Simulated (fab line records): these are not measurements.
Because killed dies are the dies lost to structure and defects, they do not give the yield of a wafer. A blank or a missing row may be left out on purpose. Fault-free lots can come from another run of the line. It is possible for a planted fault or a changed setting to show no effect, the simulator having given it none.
fab line records	flow n5_finfet
record: lots: 7	wafers: 39
route steps=1938 shown SDB@369 MOL_CONTACT_COAG@586 BEOL_M3@980 BEOL_M4@1037 BEOL_M6@1194
start_h: the number of hours between the record's first day and the start of the first shown wafer of the lot	wait_h: hours elapsed since this lot's preceding step	" identical to the entry in the row above	L1.1+2: several wafers, shown together as one row	- either no value or no given start	* or withheld: withheld	< > ~ a bound
route shown NAME@n: NAME is a module with steps in the file, n the number in the route of the first one	usual: average and standard deviation across the fault-free wafers	same: alike in all rows	chamber/n: place in a boat	sites: per-site readings	_std_site: the standard deviation of these	_edge_site: the outer-site mean with the inner-site mean subtracted	radius_mm: how far each site lies from the wafer's centre	mask NAME#n: copy n	behind: the most recent tool/chamber to have shaped the wafer	hold: what put the lot on hold/how long, in hours/how the hold closed	device: whichever transistor did not switch (one of n, p or np)	end of line: at the end of the route, the tests of the same wafers	a step without rows: its recipe alone	killed: at the first sort, the dies lost to defects and structure; wafer yield is something else	map: a wafer's dies, marking killed ones x, the rest . and places with no die _
set.NAME: the setting as run; set.NAME@STEP: as run at that earlier step	model.NAME: the simulator's own value behind a step, which no gauge read
lots run with intentionally changed settings; tables by step, rows by wafer
== steps ==
step: N5_SDB_CUT_ETCH_26
recipe: chemistry: HBr/Cl2/O2	target: Si	target_depth_a: 1296	bt_time_s: 20	mask_material: SiNx	time_s: 51.8	ion_energy_ev: *	bias_w: *	pressure_mtorr: 10	icp_w: 800	HBr_flow_sccm: 150	Cl2_flow_sccm: 80	O2_flow_sccm: 12
lot.wafer	tool	chamber	start_h	wait_h	set.target_depth_a	model.SDB.feature_depth_nm	model.etch.depth_nm	model.SiNx_of_SDB_HM_DEP_00.thk_nm
L077.1	rie_si-03	3	84.23	0.1	1296	129.2	129.2	22.2
L077.2	"	1	"	"	1296	130.6	130.6	22.2
L077.3	"	2	"	"	1296	131.4	131.4	21.4
L077.4	"	0	"	"	1296	129.4	129.5	23
L077.5	"	2	"	"	1296	130.8	130.7	21.8
L077.6	"	1	"	"	1296	129.8	129.9	22.8
L081.1	rie_si-03	3	116.77	0.1	1296	131.6	131.5	21.8
L081.2	"	2	"	"	750.1	77	77.08	28.8
L081.3	"	0	"	"	1296	131	131	21.4
L081.4	"	1	"	"	750.1	76.4	76.39	29.4
L081.5	"	2	"	"	1296	132.4	132.4	22
L081.6	"	1	"	"	750.1	76.2	76.13	29.2
L083.1	rie_si-02	3	120.96	0.1	1819	182.2	182.2	15
L083.2	"	1	"	"	1819	184	184	15.2
L083.3	"	0	"	"	1296	129.4	129.4	22
L083.4	"	1	"	"	1296	130.4	130.3	22.6
L083.5	"	3	"	"	1819	181.8	181.7	16.2
L083.6	"	0	"	"	1296	131.2	131.2	22.2
L087.1	rie_si-03	0	147.68	0.1	1296	131.2	131.2	21.6
L087.2	"	2	"	"	1296	130.6	130.7	22
L087.3	"	3	"	"	1296	129	129.1	22
L087.4	"	1	"	"	1296	130.2	130.2	22.4
L087.5	"	1	"	"	1296	129.6	129.7	22.8
L087.6	"	2	"	"	1296	130.2	130.3	22.4
L090.1	rie_si-03	2	163.98	0.1	1296	128.6	128.7	22.2
L090.2	"	3	"	"	868.7	85.4	85.42	27.8
L090.3	"	0	"	"	868.7	86.2	86.2	27.2
L090.4	"	1	"	"	1296	128.8	128.7	23
L090.5	"	0	"	"	868.7	86.4	86.37	28
L090.6	"	3	"	"	1296	128	128.1	22.8
L092.2	rie_si-04	1	174.45	0.1	1296	132.6	132.6	21.8
L092.3	"	3	"	"	1296	129.4	129.4	22.6
L092.5	"	0	"	"	1296	130.6	130.5	22.4
L093.1	rie_si-04	0	181.92	0.1	1876	186.4	186.3	14.6
L093.2	"	1	"	"	1296	131	131.1	22
L093.3	"	3	"	"	1876	185.4	185.3	14.8
L093.4	"	2	"	"	1296	128.8	128.8	22.4
L093.5	"	2	"	"	1876	186	186	15
L093.6	"	1	"	"	1296	132.4	132.4	22.8
step: N5_MOL_CONTACT_COAG_VIA_ETCH_46
recipe: chemistry: C4F6/O2	target_depth_a: 460	overetch_a: 92	mask_material: SOC	target: SiO2	bias_w: 455	pressure_mtorr: 10	time_s: 40	source_w: 325	Ar_flow_sccm: 300	C4F6_flow_sccm: 10	O2_flow_sccm: 10	ion_energy_ev: 575.3	ends: end_point
lot.wafer	tool	chamber	start_h	wait_h	set.target_depth_a	model.SOC_of_MOL_CONTACT_COAG_COAT_75.thk_nm
L077.1+3	rie_diel-01	2,3	118.55	0.0	720.8	47.4
L077.2	"	1	"	"	720.8	47.2
L077.4+5	"	0,2	"	"	460	50.6
L077.6	"	1	"	"	460	50.2
L081.1+2+3	rie_diel-05	0,1,2	146.68	0.0	460	50.8
L081.4	"	3	"	"	632.5	48.4
L081.5+6	"	2,1	"	"	632.5	48.6
L083.1+2	rie_diel-01	0,1	152.59	0.0	460	50.4
L083.3	"	2	"	"	460	50.6
L083.4+6	"	3	"	"	278.6	52.6
L083.5	"	2	"	"	278.6	52.8
L087.1+6	rie_diel-05	3	180.62	0.0	460	50.4
L087.2+4	"	2	"	"	460	50.8
L087.3+5	"	0	"	"	460	50.6
L090.1	rie_diel-05	2	199.60	0.0	712.3	48
L090.2+4	"	1,3	"	"	712.3	47.6
L090.3	"	0	"	"	460	51
L090.5	"	3	"	"	460	50.6
L090.6	"	0	"	"	460	50.8
L092.2+3+5	rie_diel-04	3,2,1	209.03	0.0	460	50.8
L093.1	rie_diel-05	0	213.47	0.0	460	50.8
L093.2	"	1	"	"	342.5	52
L093.3+6	"	2,1	"	"	460	50.6
L093.4+5	"	3,0	"	"	342.5	52.2
step: N5_BEOL_M3_TRENCH_ETCH_37
recipe: chemistry: C4F6/O2	target_depth_a: 555.55	target: SiOC	time_s: 29.2	ion_energy_ev: 250	pressure_mtorr: 30	source_w: 355	bias_w: 185	Ar_flow_sccm: 300	C4F6_flow_sccm: 10	O2_flow_sccm: 10
lot.wafer	tool	chamber	start_h	wait_h	set.time_s	model.BEOL_M3.feature_depth_nm	model.etch.depth_nm	model.TiN_of_BEOL_M3_HM_DEP_02.thk_nm
L077.1	rie_diel-03	1	-	-	29.2	55.2	55.1	17.8
L077.2	"	3	"	"	29.2	54.4	54.35	17.8
L077.3	"	0	"	"	29.2	56	56.1	18
L077.4	"	2	"	"	29.2	55.4	55.45	18
L077.5	"	2	"	"	29.2	55.2	55.28	18
L077.6	"	1	"	"	29.2	54.8	54.8	17.8
L081.1	rie_diel-03	1	-	-	34.51	65.2	65.12	17
L081.2	"	0	"	"	29.2	56.2	56.24	17.6
L081.3	"	2	"	"	29.2	54.8	54.86	17.4
L081.4	"	3	"	"	29.2	57.2	57.27	17.2
L081.5	"	1	"	"	34.51	64.8	64.8	17
L081.6	"	0	"	"	34.51	66.6	66.64	17
L083.1	rie_diel-02	0	-	-	23.58	45	45.05	18
L083.2	"	3	"	"	29.2	57.8	57.83	17.2
L083.3	"	1	"	"	29.2	55	55.09	17.6
L083.4	"	2	"	"	29.2	54.4	54.49	17.4
L083.5	"	3	"	"	23.58	46.8	46.71	18
L083.6	"	0	"	"	23.58	45	44.95	18
L087.1	rie_diel-02	0	-	-	37.03	71	70.98	17.2
L087.2	"	3	"	"	29.2	57.6	57.63	17.8
L087.3	"	1	"	"	37.03	70.8	70.72	17
L087.4	"	1	"	"	29.2	55.6	55.5	17.8
L087.5	"	0	"	"	37.03	71	71.05	17.2
L087.6	"	3	"	"	29.2	57.4	57.36	17.6
L090.1	rie_diel-03	0	-	-	29.2	56.2	56.22	18
L090.2	"	1	"	"	40.94	76.6	76.69	17
L090.3	"	3	"	"	40.94	79.4	79.45	17
L090.4	"	2	"	"	29.2	54.6	54.52	18
L090.5	"	3	"	"	29.2	56.8	56.73	18
L090.6	"	0	"	"	40.94	79.2	79.15	16.8
L092.2	rie_diel-03	0	-	-	29.2	56.2	56.17	17.6
L092.3	"	3	"	"	29.2	56.2	56.24	17.8
L092.5	"	0	"	"	29.2	56	56.01	17.8
L093.1	rie_diel-03	1	-	-	14.89	28	28.06	18.8
L093.2	"	2	"	"	14.89	28.2	28.18	18.8
L093.3	"	3	"	"	29.2	57	57.1	17.4
L093.4	"	0	"	"	29.2	57.2	57.12	17.4
L093.5	"	1	"	"	29.2	55.2	55.19	17.8
L093.6	"	0	"	"	14.89	28.8	28.78	18.8
step: N5_BEOL_M3_ETCH_41
recipe: chemistry: CH3F/O2	target: SiCN	target_depth_a: 299	taper_deg: 2	time_s: 52.5	ion_energy_ev: 120	mask_material: TiN	pressure_mtorr: 30	source_w: 395	bias_w: 75	Ar_flow_sccm: 150	CH3F_flow_sccm: 30	O2_flow_sccm: 20
step: N5_BEOL_M3_STRIP_97
recipe: chemistry: N2/H2	time_s: 10	power_w: 450	temp_c: 40	pressure_mtorr: 20	rf_frequency_hz: 6e+07	bias_power_w: 7	n2_flow_sccm: 200	h2_flow_sccm: 200
step: N5_BEOL_M3_OCD_MEAS_38
usual: trench_depth_nm: 55.6/1.1
lot.wafer	tool	chamber	start_h	wait_h	set.time_s@BEOL_M3_TRENCH_ETCH_37	trench_depth_nm
L077.1	ocd-01	-	168.81	-	29.2	55.0
L077.2	"	-	"	"	29.2	54.4
L077.3	"	-	"	"	29.2	55.9
L077.4	"	-	"	"	29.2	55.7
L077.5	"	-	"	"	29.2	55.2
L077.6	"	-	"	"	29.2	55.3
L081.1	ocd-02	-	197.57	-	34.51	65.4
L081.2	"	-	"	"	29.2	56.7
L081.3	"	-	"	"	29.2	55.0
L081.4	"	-	"	"	29.2	57.4
L081.5	"	-	"	"	34.51	64.4
L081.6	"	-	"	"	34.51	66.4
L083.1	ocd-02	-	197.60	-	23.58	44.9
L083.2	"	-	"	"	29.2	58.2
L083.3	"	-	"	"	29.2	55.2
L083.4	"	-	"	"	29.2	54.2
L083.5	"	-	"	"	23.58	46.4
L083.6	"	-	"	"	23.58	45.4
L087.1	ocd-01	-	225.56	-	37.03	70.8
L087.2	"	-	"	"	29.2	57.5
L087.3	"	-	"	"	37.03	70.6
L087.4	"	-	"	"	29.2	55.6
L087.5	"	-	"	"	37.03	71.1
L087.6	"	-	"	"	29.2	57.5
L090.1	ocd-01	-	240.36	-	29.2	55.8
L090.2	"	-	"	"	40.94	76.5
L090.3	"	-	"	"	40.94	79.0
L090.4	"	-	"	"	29.2	54.6
L090.5	"	-	"	"	29.2	56.7
L090.6	"	-	"	"	40.94	78.8
L092.2	ocd-01	-	257.45	-	29.2	56.4
L092.3	"	-	"	"	29.2	56.5
L092.5	"	-	"	"	29.2	55.5
L093.1	ocd-01	-	267.95	-	14.89	27.7
L093.2	"	-	"	"	14.89	27.9
L093.3	"	-	"	"	29.2	57.9
L093.4	"	-	"	"	29.2	57.4
L093.5	"	-	"	"	29.2	54.9
L093.6	"	-	"	"	14.89	29.1
step: N5_BEOL_M4_DESCUM_16
recipe: chemistry: O2	time_s: 7	source_power_w: 50	bias_power_w: 20	pressure_mtorr: 20	rf_frequency_hz: 2.712e+07	temp_c: 40	resist: CAR-EUV	o2_flow_sccm: 225
lot.wafer	tool	chamber	start_h	wait_h	set.time_s	model.CAR-EUV_of_BEOL_M4_COAT_05.thk_nm
L077.1	rie_diel-05	0	175.96	0.2	9.099	25.4
L077.2+6	"	3,2	"	"	7	26.2
L077.3+5	"	2,0	"	"	9.099	25.2
L077.4	"	3	"	"	7	26.4
L081.1+4	rie_diel-04	2,0	204.64	0.1	5.459	27
L081.2	"	1	"	"	5.459	26.8
L081.3+6	"	3,2	"	"	7	26.2
L081.5	"	1	"	"	7	26
L083.1+2+3+4+5+6	rie_diel-04	2,1,0,3,3,2	205.36	0.6	7	26
L087.1	rie_diel-01	3	230.98	0.0	7	26.4
L087.2+3+4+5+6	"	0,1,2,2,3	"	"	7	26.2
L090.1+2+5	rie_diel-05	3,1,1	246.64	0.0	5.211	27.2
L090.3+4+6	"	2,0,2	"	"	7	26.2
L092.2+3+5	rie_diel-01	2,1,3	263.06	0.0	7	26.2
L093.1+2	rie_diel-01	0,1	272.68	0.1	8.617	25.2
L093.3	"	2	"	"	8.617	25
L093.4+6	"	3	"	"	7	25.8
L093.5	"	0	"	"	7	26
step: N5_BEOL_M4_ETCH_74
recipe: chemistry: N2/H2	target: underlayer	target_depth_a: 65	mask_material: CAR-EUV	time_s: 5.2	ion_energy_ev: 200	pressure_mtorr: 30	source_w: 840	bias_w: 150	n2_flow_sccm: 200	h2_flow_sccm: 200	ends: cleared
lot.wafer	tool	chamber	start_h	wait_h	set.time_s@BEOL_M4_DESCUM_16	model.CAR-EUV_of_BEOL_M4_COAT_05.thk_nm
L077.1+5	rie_diel-05	0	175.99	0.0	9.099	19.6
L077.2	"	3	"	"	7	20.4
L077.3	"	2	"	"	9.099	19.4
L077.4+6	"	3,2	"	"	7	20.6
L081.1+4	rie_diel-04	2,0	204.68	0.0	5.459	21.2
L081.2	"	1	"	"	5.459	21
L081.3+6	"	3,2	"	"	7	20.4
L081.5	"	1	"	"	7	20.2
L083.1+4+6	rie_diel-04	2,3,2	205.40	0.0	7	20.2
L083.2+3+5	"	1,0,3	"	"	7	20.4
L087.1+3+4+5+6	rie_diel-01	3,1,2,2,3	231.02	0.0	7	20.6
L087.2	"	0	"	"	7	20.4
L090.1+2+5	rie_diel-05	3,1,1	246.67	0.0	5.211	21.4
L090.3	"	2	"	"	7	20.4
L090.4+6	"	0,2	"	"	7	20.6
L092.2+3	rie_diel-01	2,1	263.10	0.0	7	20.6
L092.5	"	3	"	"	7	20.4
L093.1+2+3	rie_diel-01	0,1,2	272.72	0.0	8.617	19.4
L093.4+5+6	"	3,0,3	"	"	7	20.2
step: N5_BEOL_M6_ILD_DEP_00
recipe: material: SiCOH_lowk	target_thk_a: 1797.5	temp_c: 300	precursor: DEMS/porogen	pressure_torr: 5	rf_w: 500	time_s: 33.4
lot.wafer	tool	chamber	start_h	wait_h	set.target_thk_a	model.SiCOH_lowk_of_BEOL_M6_ILD_DEP_00.thk_nm
L077.1	pecvd-02	1	197.03	0.0	1245	121.2
L077.2	"	0	"	"	1797.5	174.8
L077.3	"	2	"	"	1245	119
L077.4	"	2	"	"	1245	120.8
L077.5	"	1	"	"	1797.5	179.2
L077.6	"	0	"	"	1797.5	176.2
L081.1	pecvd-02	2	223.67	0.0	760.9	73.6
L081.2	"	1	"	"	760.9	76.8
L081.3	"	0	"	"	1797.5	179.4
L081.4	"	2	"	"	1797.5	179.8
L081.5	"	0	"	"	1797.5	180.8
L081.6	"	1	"	"	760.9	76
L083.1+3	pecvd-01	2,1	226.84	0.0	1797.5	175.4
L083.2	"	0	"	"	746.1	75.2
L083.4	"	0	"	"	746.1	72.4
L083.5	"	2	"	"	746.1	75
L083.6	"	1	"	"	1797.5	180.8
L087.1+2	pecvd-02	2,0	254.04	0.0	762.7	75.4
L087.3	"	1	"	"	1797.5	180.8
L087.4	"	2	"	"	762.7	74.2
L087.5	"	1	"	"	1797.5	181.8
L087.6	"	0	"	"	1797.5	182.8
L090.1	pecvd-01	2	269.29	0.0	1310	126.4
L090.2	"	1	"	"	1797.5	176.2
L090.3	"	2	"	"	1310	129.6
L090.4	"	1	"	"	1797.5	179.2
L090.5	"	1	"	"	1310	128.8
L090.6	"	2	"	"	1797.5	178.2
L092.2	pecvd-04	1	287.73	0.0	1797.5	177
L092.3	"	2	"	"	1797.5	178.6
L092.5	"	1	"	"	1797.5	178.4
L093.1+6	pecvd-04	0	291.01	0.0	1797.5	181.6
L093.2+3	"	1,2	"	"	854	86.4
L093.4	"	2	"	"	1797.5	184.2
L093.5	"	1	"	"	854	86.6
step: N5_BEOL_M6_CURE_74
recipe: temp_c: 385	time_s: 240	ambient: He/Ar	material: SiCOH_lowk
lot.wafer	tool	chamber	start_h	wait_h	set.target_thk_a@BEOL_M6_ILD_DEP_00	model.SiCOH_lowk_of_BEOL_M6_ILD_DEP_00.thk_nm
L077.1	uv_cure-02	2	197.10	0.0	1245	104.2
L077.2	"	2	"	"	1797.5	150.6
L077.3	"	2	"	"	1245	102.2
L077.4	"	2	"	"	1245	103.8
L077.5	"	2	"	"	1797.5	154.6
L077.6	"	2	"	"	1797.5	151.8
L081.1	uv_cure-02	1	223.73	0.0	760.9	63
L081.2	"	1	"	"	760.9	66
L081.3	"	1	"	"	1797.5	154.8
L081.4	"	1	"	"	1797.5	155.2
L081.5	"	1	"	"	1797.5	155.8
L081.6	"	1	"	"	760.9	65
L083.1+3	uv_cure-02	2	226.90	0.0	1797.5	151.2
L083.2+5	"	2	"	"	746.1	64.4
L083.4	"	2	"	"	746.1	62
L083.6	"	2	"	"	1797.5	155.8
L087.1+2	uv_cure-01	1	254.51	0.5	762.7	64.6
L087.3	"	1	"	"	1797.5	156
L087.4	"	1	"	"	762.7	63.6
L087.5	"	1	"	"	1797.5	156.8
L087.6	"	1	"	"	1797.5	157.6
L090.1	uv_cure-02	2	269.38	0.1	1310	108.6
L090.2	"	2	"	"	1797.5	152
L090.3	"	2	"	"	1310	111.4
L090.4	"	2	"	"	1797.5	154.6
L090.5	"	2	"	"	1310	110.6
L090.6	"	2	"	"	1797.5	153.6
L092.2	uv_cure-02	2	287.95	0.2	1797.5	152.6
L092.3	"	2	"	"	1797.5	154
L092.5	"	2	"	"	1797.5	153.8
L093.1+6	uv_cure-01	2	291.08	0.0	1797.5	156.6
L093.2+3	"	2	"	"	854	74
L093.4	"	2	"	"	1797.5	159
L093.5	"	2	"	"	854	74.2
step: N5_BEOL_M6_THK_MEAS_01
recipe: reads: SiCOH_lowk_of_BEOL_M6_ILD_DEP_00
usual: M6_ILD_THK: 154.3/2
lot.wafer	tool	chamber	start_h	wait_h	set.target_thk_a@BEOL_M6_ILD_DEP_00	M6_ILD_THK[nm]
L077.1	film_metro-01	-	198.09	0.8	1245	104.1
L077.2	"	-	"	"	1797.5	150.8
L077.3	"	-	"	"	1245	102.3
L077.4	"	-	"	"	1245	103.9
L077.5	"	-	"	"	1797.5	154.6
L077.6	"	-	"	"	1797.5	151.7
L081.1	film_metro-01	-	224.24	0.4	760.9	63.1
L081.2	"	-	"	"	760.9	65.9
L081.3	"	-	"	"	1797.5	154.7
L081.4	"	-	"	"	1797.5	155.2
L081.5	"	-	"	"	1797.5	155.8
L081.6	"	-	"	"	760.9	65.0
L083.1	film_metro-01	-	227.41	0.4	1797.5	151.3
L083.2	"	-	"	"	746.1	64.5
L083.3	"	-	"	"	1797.5	151.3
L083.4	"	-	"	"	746.1	62.0
L083.5	"	-	"	"	746.1	64.3
L083.6	"	-	"	"	1797.5	156.1
L087.1	film_metro-02	-	255.02	0.4	762.7	64.6
L087.2	"	-	"	"	762.7	64.7
L087.3	"	-	"	"	1797.5	156.0
L087.4	"	-	"	"	762.7	63.6
L087.5	"	-	"	"	1797.5	156.8
L087.6	"	-	"	"	1797.5	157.6
L090.1	film_metro-02	-	269.89	0.4	1310	108.6
L090.2	"	-	"	"	1797.5	152.0
L090.3	"	-	"	"	1310	111.4
L090.4	"	-	"	"	1797.5	154.6
L090.5	"	-	"	"	1310	110.6
L090.6	"	-	"	"	1797.5	153.6
L092.2	film_metro-01	-	288.79	0.7	1797.5	152.8
L092.3	"	-	"	"	1797.5	154.0
L092.5	"	-	"	"	1797.5	153.9
L093.1	film_metro-02	-	292.07	0.8	1797.5	156.5
L093.2	"	-	"	"	854	74.0
L093.3	"	-	"	"	854	74.1
L093.4	"	-	"	"	1797.5	159.0
L093.5	"	-	"	"	854	74.3
L093.6	"	-	"	"	1797.5	156.8
== key ==
split: step: N5_SDB_CUT_ETCH_26	setting: target_depth_a	stated: 1296	by: wafer
response: step: N5_SDB_CUT_ETCH_26	reading: model.SDB.feature_depth_nm	change: +1.28	per: 1%	r: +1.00
response: step: N5_SDB_CUT_ETCH_26	reading: model.etch.depth_nm	change: +1.28	per: 1%	r: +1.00
response: step: N5_SDB_CUT_ETCH_26	reading: model.SiNx_of_SDB_HM_DEP_00.thk_nm	change: -0.168	per: 1%	r: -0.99
split: step: N5_MOL_CONTACT_COAG_VIA_ETCH_46	setting: target_depth_a	stated: 460	by: wafer
response: step: N5_MOL_CONTACT_COAG_VIA_ETCH_46	reading: model.SOC_of_MOL_CONTACT_COAG_COAT_75.thk_nm	change: -0.0564	per: 1%	r: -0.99
split: step: N5_BEOL_M3_TRENCH_ETCH_37	setting: time_s	stated: 29.2	by: wafer
response: step: N5_BEOL_M3_TRENCH_ETCH_37	reading: model.BEOL_M3.feature_depth_nm	change: +0.557	per: 1%	r: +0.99
response: step: N5_BEOL_M3_TRENCH_ETCH_37	reading: model.etch.depth_nm	change: +0.558	per: 1%	r: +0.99
response: step: N5_BEOL_M3_TRENCH_ETCH_37	reading: model.TiN_of_BEOL_M3_HM_DEP_02.thk_nm	change: -0.0257	per: 1%	r: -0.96
response: step: N5_BEOL_M3_OCD_MEAS_38	reading: trench_depth_nm	change: +0.558	per: 1%	r: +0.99
split: step: N5_BEOL_M4_DESCUM_16	setting: time_s	stated: 7	by: wafer
response: step: N5_BEOL_M4_DESCUM_16	reading: model.CAR-EUV_of_BEOL_M4_COAT_05.thk_nm	change: -0.035	per: 1%	r: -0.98
response: step: N5_BEOL_M4_ETCH_74	reading: model.CAR-EUV_of_BEOL_M4_COAT_05.thk_nm	change: -0.0343	per: 1%	r: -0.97
split: step: N5_BEOL_M6_ILD_DEP_00	setting: target_thk_a	stated: 1797.5	by: wafer
response: step: N5_BEOL_M6_ILD_DEP_00	reading: model.SiCOH_lowk_of_BEOL_M6_ILD_DEP_00.thk_nm	change: +1.82	per: 1%	r: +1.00
response: step: N5_BEOL_M6_CURE_74	reading: model.SiCOH_lowk_of_BEOL_M6_ILD_DEP_00.thk_nm	change: +1.57	per: 1%	r: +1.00
response: step: N5_BEOL_M6_THK_MEAS_01	reading: M6_ILD_THK	change: +1.57	per: 1%	r: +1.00
